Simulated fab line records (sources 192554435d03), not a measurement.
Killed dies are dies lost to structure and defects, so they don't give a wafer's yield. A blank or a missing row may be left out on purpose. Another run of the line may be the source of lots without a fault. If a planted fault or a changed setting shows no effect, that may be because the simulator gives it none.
Code-filled problem report in 8D (eight disciplines) form | flow n5Finfet | the parts of the form that need people (team, actions taken, sign-off) are left out

## 1. PROBLEM STATEMENT
Wafers without a fault read 1500.0 rpm, standard deviation 1.2; spinSpeedRpm at N5_BEOL_M6_COAT_05 reads a mean of 1410.5 rpm on 6 wafers belonging to 2 lots. Measured from the usual mean, that is -75 standard deviations.
The step: resist thk 90 nm.
First seen on wafer L147.2, day 13 10:25, on lithoTrack-02. At this step, 39 wafers from 14 lots have a number in the record. Rule for "out", or "out of limits": more than 4 standard deviations from the usual mean. The other wafers with a number count as sound.

## 2. WHAT IT IS; WHAT IT IS NOT
question                    | is                     | is not
which readings at this step | spinSpeedRpm           | -
which lots                  | L147, L149             | L128, L129, L130, L131, L134, L135, L137, L139, L141, L142, L144, L150
which wafers of those lots  | all that have a number | -
read on which tools         | lithoTrack-02          | lithoTrack-01, lithoTrack-05
when                        | from day 13 10:25      | up to then (31 sound wafers); but 2 sound wafers of L150 came after

## 3. THE SUSPECTS, EACH WITH WHAT RULES IT OUT
Counting: any tool at a process step up to the reading is kept as a suspect provided that every lot that is out went through it and no sound lot did after the first of them.
- pecvd-02 at N5_BEOL_M5_DEP_56 (deposits SiCN from 3MS/NH3, target thk 8 nm, time 14 s): ruled out as a lasting fault. After its first lot that is out, L147 (day 13 07:38), sound lots L150 ran on it.
- lithoTrack-02 at N5_BEOL_M6_COAT_05 (resist thk 90 nm): kept. It ran every lot that is out, first L147 (day 13 10:25), and no sound lot after that; its last sound lot up to then is L141 (day 12 05:15). Its own spinSpeedRpm readings are out on those wafers.
Remaining after the count: lithoTrack-02 at N5_BEOL_M6_COAT_05.

## 4. THE CAUSE (what the simulator had put in)
Drift in process parameters on lithoTrack-02 at N5_BEOL_M6_COAT_05, starting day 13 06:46. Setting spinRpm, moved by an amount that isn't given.
Only this tool survived the counting.

## 5. SEQUENCE OF EFFECTS, ordered by route
One row per reading whose mean, taken over the struck wafers that have a number, lies over 3 standard deviations from the usual. Scope: only readings with a usual standard deviation given in the record; hours: median across lots of the time from each lot's start at the first step in this table that gives one to its start at this step; sigmas: change in usual standard deviations.
hours | step               | reading      | usual      | on struck wafers | change | sigmas
0     | N5_BEOL_M6_COAT_05 | spinSpeedRpm | 1500.0 rpm | 1410.5           | -89.5  | -75
Here are the process steps it includes:
- N5_BEOL_M6_COAT_05: resist thk 90 nm.
Later measuring or inspecting steps at which every struck wafer that the step has a row for has a number for every such reading, and none has moved that far: N5_BEOL_M6_CD_MEAS_11.

## 6. HOW IT WOULD HAVE BEEN CAUGHT EARLIER
In this record the first reading out of limits was taken at day 13 10:25, 4 hours after the fault began at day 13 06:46.
